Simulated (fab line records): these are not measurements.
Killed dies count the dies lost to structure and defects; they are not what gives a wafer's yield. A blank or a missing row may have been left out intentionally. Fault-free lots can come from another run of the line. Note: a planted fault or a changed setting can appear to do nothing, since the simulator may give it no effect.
fab line records    flow nand_harc
[record] lots = 7  wafers = 21  last_day = 32
route steps=1302 shown P_CONTACT@226 END@1302
lots untouched by any fault: they come from a run of this same line in which no faults occurred
start_h: the number of hours between the record's first day and the start of the first shown wafer of the lot    wait_h: hours elapsed since this lot's preceding step    " identical to the entry in the row above    L1.1+2: one row covering several wafers at once    - value missing, or start not given    * or withheld: withheld    < > ~ a bound
route shown NAME@n: NAME is a module with steps in the file, n the number in the route of the first one    usual: average and standard deviation across the fault-free wafers    same: alike in all rows    chamber/n: place in a boat    sites: each site's reading    _std_site: how widely they spread, as a standard deviation    _edge_site: outer sites' mean less inner sites'    radius_mm: how far each site lies from the wafer's centre    mask NAME#n: copy n    behind: tool/chamber where the wafer was last shaped    hold: why the lot went on hold/how many hours it stayed there/how the hold came to an end    device: transistor that didn't switch, given as n, p or np    end of line: tests run on the same wafers once the route is complete    step lacking rows: just its recipe    killed: at the first sort, the dies lost to defects and structure; wafer yield is something else    map: a wafer's dies, x killed, . not, _ none there
set.NAME: the setting the step ran with; set.NAME@STEP: the setting that earlier step ran with    model.NAME: the simulator's own value behind a step, which no gauge read
lots at some steps of the route; a table a step, a row a wafer
services: from which hour (start_h, from the record's first day; less than 0 if before it) a tool's chamber was out of use, for how many hours, and why
[[steps]]
[step NHARC_P_CONTACT_COAT_06]
[recipe] spin_rpm = 1500  resist_thk_nm = 90
[step NHARC_P_CONTACT_SOFTBAKE_07]
[recipe] temp_c = 105  time_s = 55
[step NHARC_P_CONTACT_EBR_08]
[step NHARC_P_CONTACT_EXPOSE_09]
[recipe] na = 1.35  target_cd_nm = 90  dose_mj = 81.26  mask_id = P_CA
[step NHARC_P_CONTACT_PEB_10]
[recipe] peb_temp_c = 100  peb_time_s = 65
[step NHARC_P_CONTACT_DEVELOP_11]
[recipe] develop_time_s = 35  dev_temp_c = 23
[step NHARC_P_CONTACT_CD_MEAS_12]
[recipe] target_cd_nm = 90  landing_energy_ev = 500
[usual] cd_nm = 89.7/0.67
[same] landing_energy_ev = 500
lot.wafer  tool       chamber  start_h  wait_h  cd_nm
L235.2     cd_sem-02  0        129.13   -       89.3
L235.3     "          0        "        "       90.1
L235.4     "          0        "        "       89.7
L236.3     cd_sem-02  0        138.23   -       89.8
L236.4     "          0        "        "       89.2
L236.6     "          0        "        "       89.7
L243.3     cd_sem-02  0        203.20   -       90.8
L243.5     "          0        "        "       90.1
L243.6     "          0        "        "       90.0
L244.1     cd_sem-01  0        222.67   -       89.1
L244.3     "          0        "        "       88.6
L244.4     "          0        "        "       89.3
L245.1     cd_sem-01  0        225.21   -       89.0
L245.2     "          0        "        "       90.0
L245.4     "          0        "        "       89.7
L247.2     cd_sem-03  0        248.56   -       89.1
L247.3     "          0        "        "       89.6
L247.4     "          0        "        "       89.7
L253.1     cd_sem-03  0        313.01   -       89.2
L253.3     "          0        "        "       89.4
L253.4     "          0        "        "       89.4
[step NHARC_P_CONTACT_OVL_MEAS_13]
[usual] overlay_x_nm = -0.1/0.69  overlay_y_nm = 0.4/0.79
lot.wafer  tool        chamber  start_h  wait_h  overlay_x_nm  overlay_y_nm
L235.2     overlay-01  -        129.22   -       0.7           0.2
L235.3     "           -        "        "       1.1           -0.3
L235.4     "           -        "        "       0.7           0.1
L236.3     overlay-01  -        138.31   -       -1.1          -0.5
L236.4     "           -        "        "       -0.4          -0.3
L236.6     "           -        "        "       -0.3          -0.1
L243.3     overlay-01  -        203.29   -       -0.9          -0.1
L243.5     "           -        "        "       -0.8          0.3
L243.6     "           -        "        "       -0.5          0.3
L244.1     overlay-02  -        222.76   -       0.4           1.2
L244.3     "           -        "        "       -0.2          0.8
L244.4     "           -        "        "       0.3           1.0
L245.1     overlay-01  -        225.30   -       0.2           1.7
L245.2     "           -        "        "       0.0           1.6
L245.4     "           -        "        "       0.7           2.3
L247.2     overlay-02  -        248.64   -       0.2           0.7
L247.3     "           -        "        "       0.4           0.8
L247.4     "           -        "        "       0.5           1.4
L253.1     overlay-01  -        313.10   -       -0.2          0.4
L253.3     "           -        "        "       -0.2          -0.1
L253.4     "           -        "        "       1.1           -0.7
[step NHARC_P_CONTACT_INSPECT_14]
[usual] raw_defect_count = 4.5/2.9
lot.wafer  tool               chamber  start_h  wait_h  raw_defect_count
L235.2     defect_inspect-02  -        129.26   0.0     5
L235.3     "                  -        "        "       6
L235.4     "                  -        "        "       5
L236.3     defect_inspect-01  -        138.35   0.0     3
L236.4     "                  -        "        "       5
L236.6     "                  -        "        "       1
L243.3     defect_inspect-02  -        203.32   0.0     5
L243.5     "                  -        "        "       4
L243.6     "                  -        "        "       1
L244.1     defect_inspect-01  -        222.80   0.0     3
L244.3     "                  -        "        "       3
L244.4     "                  -        "        "       6
L245.1     defect_inspect-02  -        225.33   0.0     3
L245.2     "                  -        "        "       2
L245.4     "                  -        "        "       6
L247.2     defect_inspect-02  -        248.68   0.0     2
L247.3     "                  -        "        "       4
L247.4     "                  -        "        "       4
L253.1     defect_inspect-02  -        313.13   0.0     3
L253.3     "                  -        "        "       3
L253.4     "                  -        "        "       4
[step NHARC_P_CONTACT_DESCUM_17]
[recipe] time_s = 3  o2_flow_sccm = 200  ar_flow_sccm = 0  bias_power_w = 0  chemistry = O2
[usual] drypump_motor_current_A = 5.6/0.57  oes_product_au = 0.996/0.0095  rf_vpp_V = 57.8/0.94  showerhead_plenum_p_Torr = 1.91/0.083  throttle_valve_pct = 11.311/0.0087
[same] bias_power_w = 0
lot.wafer  tool         chamber  start_h  wait_h  drypump_motor_current_A  oes_product_au  rf_hours_counter_h  rf_vpp_V  showerhead_plenum_p_Torr  throttle_valve_pct
L235.4     rie_diel-02  0        129.32   0.1     6.4                      0.991           2.1                 59.3      1.98                      11.322
L235.2     "            1        "        "       5.9                      0.995           2.4                 57.8      1.87                      11.311
L235.3     "            2        "        "       5.1                      0.992           2.3                 59.4      1.90                      11.322
L236.4     rie_diel-03  0        138.41   0.1     5.7                      1.003           0.4                 57.5      1.96                      11.326
L236.3     "            3        "        "       5.1                      0.988           0.4                 56.3      1.85                      11.296
L236.6     "            0        "        "       5.7                      1.015           -                   58.3      1.96                      11.309
L243.3     rie_diel-03  2        203.38   0.1     6.0                      0.997           2.9                 57.3      2.05                      11.315
L243.6     "            2        "        "       6.0                      0.998           -                   56.9      2.05                      11.308
L243.5     "            3        "        "       5.1                      0.987           -                   58.6      1.85                      11.305
L244.4     rie_diel-03  0        222.86   0.1     5.8                      0.991           3.5                 57.9      1.96                      11.316
L244.1     "            2        "        "       5.9                      1.001           3.7                 59.3      2.05                      11.330
L244.3     "            3        "        "       5.1                      1.001           3.5                 57.2      1.85                      11.323
L245.2     rie_diel-03  2        225.39   0.1     5.9                      0.992           3.9                 59.7      2.05                      11.308
L245.1     "            3        "        "       5.1                      0.979           3.8                 57.0      1.85                      11.304
L245.4     "            0        "        "       5.7                      0.992           3.9                 58.9      1.96                      11.317
L247.2     rie_diel-02  3        248.74   0.1     5.4                      0.993           0.4                 56.8      1.83                      11.319
L247.4     "            1        "        "       5.9                      1.002           0.7                 57.4      1.86                      11.325
L247.3     "            2        "        "       5.0                      1.009           0.6                 56.9      1.90                      11.318
L253.3     rie_diel-02  2        313.21   0.1     5.0                      1.001           1.8                 56.7      1.90                      11.319
L253.4     "            3        "        "       5.4                      0.980           1.8                 58.4      1.83                      11.301
L253.1     "            0        "        "       6.3                      1.003           1.9                 57.7      1.98                      11.321
[step NHARC_P_CONTACT_ETCH_35]
[recipe] target_depth_a = 390  over_etch_frac = 0.3  time_s = 65  ion_energy_ev = 80  cf4_flow_sccm = 150  ar_flow_sccm = 0  rf_w = 300  bias_w = 100  chemistry = CF4
[usual] drypump_motor_current_A = 5.6/0.58  oes_product_au = 0.995/0.0091  rf_vpp_V = 151.3/1.3  run_length_s = 86.2/0.36  showerhead_plenum_p_Torr = 1.77/0.071  throttle_valve_pct = 13.283/0.0088
lot.wafer  tool         chamber  start_h  wait_h  drypump_motor_current_A  oes_product_au  rf_hours_counter_h  rf_vpp_V  run_length_s  showerhead_plenum_p_Torr  throttle_valve_pct
L235.3     rie_diel-02  3        129.40   0.1     5.4                      0.995           2.0                 150.4     85.4          1.69                      13.294
L235.2     "            0        "        "       6.3                      1.010           2.1                 152.2     86.0          1.82                      13.292
L235.4     "            1        "        "       6.0                      0.987           2.4                 150.0     86.2          1.73                      13.279
L236.4     rie_diel-03  1        138.50   0.1     6.4                      0.983           0.4                 150.7     85.9          1.70                      13.268
L236.3     "            3        "        "       5.1                      0.982           0.4                 151.3     86.7          1.71                      13.281
L236.6     "            0        "        "       5.7                      1.006           -                   151.2     86.4          1.80                      13.282
L243.3     rie_diel-03  0        203.48   0.1     5.8                      0.982           2.9                 151.3     86.4          1.80                      13.284
L243.6     "            2        "        "       5.9                      0.993           -                   153.5     86.1          1.89                      13.282
L243.5     "            3        "        "       5.1                      0.980           -                   150.9     86.7          1.71                      13.277
L244.3     rie_diel-03  1        222.95   0.1     6.4                      0.988           3.6                 150.4     86.2          1.70                      13.275
L244.1     "            2        "        "       5.9                      1.007           3.7                 152.4     86.4          1.89                      13.292
L244.4     "            3        "        "       5.0                      0.987           3.6                 149.8     86.2          1.71                      13.301
L245.1     rie_diel-03  1        225.49   0.1     6.5                      0.990           4.1                 150.6     86.1          1.70                      13.282
L245.4     "            2        "        "       6.0                      0.993           3.9                 152.0     86.0          1.89                      13.282
L245.2     "            3        "        "       5.1                      0.984           3.8                 149.7     86.5          1.71                      13.276
L247.2     rie_diel-02  2        248.83   0.1     5.0                      1.003           0.6                 151.2     86.6          1.76                      13.283
L247.4     "            3        "        "       5.4                      0.990           0.4                 150.0     85.4          1.69                      13.274
L247.3     "            0        "        "       6.4                      1.010           0.5                 152.1     85.9          1.82                      13.295
L253.1     rie_diel-02  2        313.28   0.1     5.1                      1.008           1.8                 150.8     87.0          1.75                      13.294
L253.3     "            0        "        "       6.3                      1.019           1.9                 152.4     85.9          1.82                      13.274
L253.4     "            1        "        "       5.9                      1.000           1.9                 150.1     86.1          1.73                      13.293
[step NHARC_P_CONTACT_ETCH_36]
[recipe] target_depth_a = 2600  over_etch_frac = 0.25  time_s = 406.25  ion_energy_ev = 200  n2_flow_sccm = 150  h2_flow_sccm = 150  ar_flow_sccm = 0  rf_w = 400  bias_w = 150  chemistry = N2/H2
[usual] drypump_motor_current_A = 5.6/0.56  oes_product_au = 0.996/0.0092  rf_vpp_V = 430.6/2.6  run_length_s = 427.5/0.33  showerhead_plenum_p_Torr = 2.04/0.09  throttle_valve_pct = 14.170/0.0086
lot.wafer  tool         chamber  start_h  wait_h  drypump_motor_current_A  oes_product_au  rf_hours_counter_h  rf_vpp_V  run_length_s  showerhead_plenum_p_Torr  throttle_valve_pct
L235.2     rie_diel-02  1        -        -       5.9                      0.985           2.5                 430.2     427.5         1.99                      14.155
L235.4     "            2        "        "       5.0                      1.003           2.4                 430.6     427.9         2.02                      14.178
L235.3     "            3        "        "       5.4                      0.982           2.0                 428.6     426.6         1.95                      14.171
L236.3     rie_diel-03  0        -        -       5.8                      1.003           0.5                 431.8     428.1         2.09                      14.168
L236.4     "            1        "        "       6.4                      0.989           0.5                 427.6     427.2         1.95                      14.162
L236.6     "            3        "        "       5.1                      0.991           -                   428.0     427.7         1.97                      14.170
L243.3     rie_diel-03  3        -        -       5.1                      0.996           3.0                 428.0     427.9         1.97                      14.172
L243.5     "            2        "        "       5.9                      1.007           -                   435.0     427.7         2.19                      14.187
L243.6     "            3        "        "       5.1                      0.996           -                   428.4     428.2         1.97                      14.180
L244.1     rie_diel-03  1        -        -       6.4                      0.982           3.7                 428.1     427.1         1.95                      14.166
L244.4     "            2        "        "       5.9                      0.993           3.8                 435.3     427.7         2.19                      14.177
L244.3     "            3        "        "       5.1                      0.984           3.6                 428.4     428.3         1.97                      14.184
L245.1     rie_diel-03  1        -        -       6.4                      0.994           4.1                 427.9     427.0         1.95                      14.167
L245.2     "            3        "        "       5.1                      0.986           3.9                 428.7     427.6         1.97                      14.159
L245.4     "            0        "        "       5.8                      0.998           4.0                 428.9     427.5         2.09                      14.171
L247.3     rie_diel-02  3        -        -       5.4                      0.987           0.5                 426.3     427.1         1.95                      14.165
L247.2     "            0        "        "       6.3                      1.011           0.6                 432.2     427.3         2.11                      14.171
L247.4     "            1        "        "       5.9                      0.996           0.8                 430.3     427.8         1.99                      14.163
L253.1     rie_diel-02  0        -        -       6.3                      1.009           2.0                 432.5     427.2         2.11                      14.171
L253.4     "            1        "        "       5.9                      0.998           1.9                 428.8     427.3         1.99                      14.159
L253.3     "            2        "        "       5.1                      1.014           1.9                 430.1     427.8         2.02                      14.158
[step NHARC_P_CONTACT_ETCH_18]
[recipe] target_depth_a = 4810  time_s = 240.5  c4f8_flow_sccm = 20  o2_flow_sccm = 10  ar_flow_sccm = withheld  rf_w = 600  bias_w = 1500  chemistry = C4F8/O2/Ar
[usual] oes_product_au = 0.953/0.022  rf_vpp_V = 978/5.7  run_length_s = 261.7/0.36
lot.wafer  tool         chamber  start_h  wait_h  oes_product_au  rf_hours_counter_h  rf_vpp_V  run_length_s
L235.4     rie_diel-02  0        129.80   -       0.958           2.4                 983       261.7
L235.2     "            1        "        "       0.957           2.7                 974       261.3
L235.3     "            3        "        "       0.971           2.1                 971       261.4
L236.4     rie_diel-03  0        138.89   -       0.926           0.7                 981       261.8
L236.3     "            3        "        "       0.904           0.7                 972       261.8
L236.6     "            0        "        "       0.923           -                   980       261.9
L243.3     rie_diel-03  0        203.92   -       0.962           3.1                 982       198.1
L243.6     "            1        "        "       0.964           -                   973       261.5
L243.5     "            2        "        "       0.956           -                   987       261.7
L244.1     rie_diel-03  0        223.34   -       0.946           3.8                 981       197.4
L244.3     "            2        "        "       0.961           3.9                 987       197.3
L244.4     "            3        "        "       0.961           3.7                 974       261.6
L245.1     rie_diel-03  1        225.87   -       0.966           4.3                 971       197.3
L245.4     "            2        "        "       0.957           4.2                 989       262.0
L245.2     "            0        "        "       0.975           4.1                 981       262.0
L247.2     rie_diel-02  3        249.24   -       0.948           0.7                 973       261.3
L247.3     "            0        "        "       0.974           0.8                 983       262.0
L247.4     "            1        "        "       0.975           0.8                 975       261.5
L253.4     rie_diel-02  3        313.70   -       0.958           2.0                 971       260.8
L253.3     "            0        "        "       0.983           2.2                 982       261.7
L253.1     "            1        "        "       0.965           2.1                 975       261.9
[step NHARC_P_CONTACT_STRIP_37]
[recipe] c4f8_flow_sccm = withheld  o2_flow_sccm = 8  ar_flow_sccm = withheld  bias_w = 0  chemistry = C4F8/O2/Ar
[step NHARC_END_SORT_01]
[recipe] temp_c = 25
[usual] killed_at_array = 52/18  killed_at_other = 0.6/0.83  killed_at_periphery = 4.3/2.8  killed_dies = 57/19  killed_open = 3.4/2  killed_short = 2.5/1.7
[same] gross_dies = 677
lot.wafer  tool       chamber  start_h  wait_h  killed_at_array  killed_at_other  killed_at_periphery  killed_dies  killed_open  killed_short
L243.3     prober-01  0        641.02   3.1     68               1                608                  677          7            0
L244.1     prober-01  0        658.43   2.5     18               1                658                  677          2            1
L244.3     prober-01  0        660.02   3.1     14               2                661                  677          4            1
L245.1     prober-02  0        658.43   2.5     77               1                599                  677          6            1
// killed by level:class
L243.3 P_CONTACT:area_etch=608 A_CHANNEL_HOLE_D1:chamber_film_flake=36 A_CHANNEL_HOLE_D2:chamber_film_flake=8 A_CONTACT:chamber_film_flake=6 A_DECK1_JOINT:chamber_film_flake=4 A_STAIRCASE:chamber_film_flake=4 A_CHANNEL_FILL_D2:chamber_film_flake=3 A_CHANNEL_FILL_D1:geometric_particle:open=1
L244.1 P_CONTACT:area_etch=656 A_CHANNEL_HOLE_D1:chamber_film_flake=6 A_CONTACT:chamber_film_flake=4 A_CHANNEL_HOLE_D2:chamber_film_flake=3 P_M2:geometric_particle:open=1 A_DECK1_JOINT:geometric_particle:short=1 A_CONTACT:geometric_particle:open=1 P_GATE:chamber_film_flake=1
L245.1 P_CONTACT:area_etch=593 A_CHANNEL_HOLE_D1:chamber_film_flake=32 A_SLIT:chamber_film_flake=18 A_CONTACT:chamber_film_flake=10 A_CHANNEL_HOLE_D2:chamber_film_flake=8 P_CONTACT:chamber_film_flake=3 A_DECK1_JOINT:geometric_particle:open=2 P_CONTACT:geometric_particle:open=1
L244.3 P_CONTACT:area_etch=659 A_SLIT:chamber_film_flake=4 A_CONTACT:chamber_film_flake=3 A_CHANNEL_HOLE_D2:chamber_film_flake=2 THIN_TSV:chamber_film_flake=2 P_CONTACT:geometric_particle:short=1 P_CONTACT:geometric_particle:open=1 A_DECK1_JOINT:geometric_particle:open=1
// map L243.3 (x killed, . not)
____________x____________
_________xxxxxxx_________
_______xxxxxxxxxxx_______
______xxxxxxxxxxxxx______
_____xxxxxxxxxxxxxxx_____
____xxxxxxxxxxxxxxxxx____
____xxxxxxxxxxxxxxxxx____
___xxxxxxxxxxxxxxxxxxx___
___xxxxxxxxxxxxxxxxxxx___
__xxxxxxxxxxxxxxxxxxxxx__
__xxxxxxxxxxxxxxxxxxxxx__
_xxxxxxxxxxxxxxxxxxxxxxx_
_xxxxxxxxxxxxxxxxxxxxxxx_
_xxxxxxxxxxxxxxxxxxxxxxx_
_xxxxxxxxxxxxxxxxxxxxxxx_
_xxxxxxxxxxxxxxxxxxxxxxx_
xxxxxxxxxxxxxxxxxxxxxxxxx
xxxxxxxxxxxxxxxxxxxxxxxxx
xxxxxxxxxxxxxxxxxxxxxxxxx
xxxxxxxxxxxxxxxxxxxxxxxxx
xxxxxxxxxxxxxxxxxxxxxxxxx
_xxxxxxxxxxxxxxxxxxxxxxx_
_xxxxxxxxxxxxxxxxxxxxxxx_
_xxxxxxxxxxxxxxxxxxxxxxx_
_xxxxxxxxxxxxxxxxxxxxxxx_
_xxxxxxxxxxxxxxxxxxxxxxx_
__xxxxxxxxxxxxxxxxxxxxx__
__xxxxxxxxxxxxxxxxxxxxx__
___xxxxxxxxxxxxxxxxxxx___
___xxxxxxxxxxxxxxxxxxx___
____xxxxxxxxxxxxxxxxx____
____xxxxxxxxxxxxxxxxx____
_____xxxxxxxxxxxxxxx_____
______xxxxxxxxxxxxx______
_______xxxxxxxxxxx_______
_________xxxxxxx_________
____________x____________
// map L244.1 (x killed, . not)
____________x____________
_________xxxxxxx_________
_______xxxxxxxxxxx_______
______xxxxxxxxxxxxx______
_____xxxxxxxxxxxxxxx_____
____xxxxxxxxxxxxxxxxx____
____xxxxxxxxxxxxxxxxx____
___xxxxxxxxxxxxxxxxxxx___
___xxxxxxxxxxxxxxxxxxx___
__xxxxxxxxxxxxxxxxxxxxx__
__xxxxxxxxxxxxxxxxxxxxx__
_xxxxxxxxxxxxxxxxxxxxxxx_
_xxxxxxxxxxxxxxxxxxxxxxx_
_xxxxxxxxxxxxxxxxxxxxxxx_
_xxxxxxxxxxxxxxxxxxxxxxx_
_xxxxxxxxxxxxxxxxxxxxxxx_
xxxxxxxxxxxxxxxxxxxxxxxxx
xxxxxxxxxxxxxxxxxxxxxxxxx
xxxxxxxxxxxxxxxxxxxxxxxxx
xxxxxxxxxxxxxxxxxxxxxxxxx
xxxxxxxxxxxxxxxxxxxxxxxxx
_xxxxxxxxxxxxxxxxxxxxxxx_
_xxxxxxxxxxxxxxxxxxxxxxx_
_xxxxxxxxxxxxxxxxxxxxxxx_
_xxxxxxxxxxxxxxxxxxxxxxx_
_xxxxxxxxxxxxxxxxxxxxxxx_
__xxxxxxxxxxxxxxxxxxxxx__
__xxxxxxxxxxxxxxxxxxxxx__
___xxxxxxxxxxxxxxxxxxx___
___xxxxxxxxxxxxxxxxxxx___
____xxxxxxxxxxxxxxxxx____
____xxxxxxxxxxxxxxxxx____
_____xxxxxxxxxxxxxxx_____
______xxxxxxxxxxxxx______
_______xxxxxxxxxxx_______
_________xxxxxxx_________
____________x____________
[[services]]
tool         chamber  start_h  hours  kind
rie_diel-03  0        113.30   -      clean
rie_diel-03  1        113.30   -      clean
rie_diel-03  2        113.30   -      clean
rie_diel-03  3        113.30   -      clean
rie_diel-03  0        137.80   -      clean
rie_diel-03  1        137.80   -      clean
rie_diel-03  2        137.80   -      clean
rie_diel-03  3        137.80   -      clean
rie_diel-03  0        162.30   -      clean
rie_diel-03  1        162.30   -      clean
rie_diel-03  2        162.30   -      clean
rie_diel-03  3        162.30   -      clean
rie_diel-03  0        186.80   -      clean
rie_diel-03  1        186.80   -      clean
rie_diel-03  2        186.80   -      clean
rie_diel-03  3        186.80   -      clean
rie_diel-02  -        192.16   0.3    repair
rie_diel-03  -        208.38   0.4    repair
rie_diel-03  0        211.30   -      clean
rie_diel-03  1        211.30   -      clean
rie_diel-03  2        211.30   -      clean
rie_diel-02  -        216.70   9.0    pm
rie_diel-03  -        281.30   9.0    pm
rie_diel-03  1        294.82   5.3    repair
[[key]]
[first_sign] step = NHARC_P_CONTACT_ETCH_18  reading = run_length_s  direction = down  sigmas = 99+  usual = *  struck = *
[effect] step = NHARC_END_SORT_01  reading = killed_at_periphery  direction = up  sigmas = 99+  usual = 4.3  struck = 631.5
[more_kills_born_at] NHARC_P_CONTACT_ETCH_18@rie_diel-03 = 2516
met_at NHARC_P_CONTACT_ETCH_18
struck_wafers L243.3,L244.1,L244.3,L245.1
later_rows_left_out L243.3,L244.1,L244.3,L245.1
tester_left_out L243,L244,L245
onset_between 138.89 203.92
[fault] kind = process_parameter_drift  tool = rie_diel-03  chamber = -  onset_h = 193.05  steps = NHARC_P_CONTACT_ETCH_18  channel = time_s  offset = *  shape = step  end_h = 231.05  scope = struck_wafers_only  acts_in = *  stated = *
// tester_left_out: of these lots the tester's yield and bins aren't shown, on N5 and GAA mostly nor the transistor test; their killed dies are dies lost to structure and defects alone, not to doping, threshold or leakage, so they don't give the yield
// later_rows_left_out: the simulator's readings of these wafers behind a module that went badly wrong aren't trusted and aren't shown, but for the sort
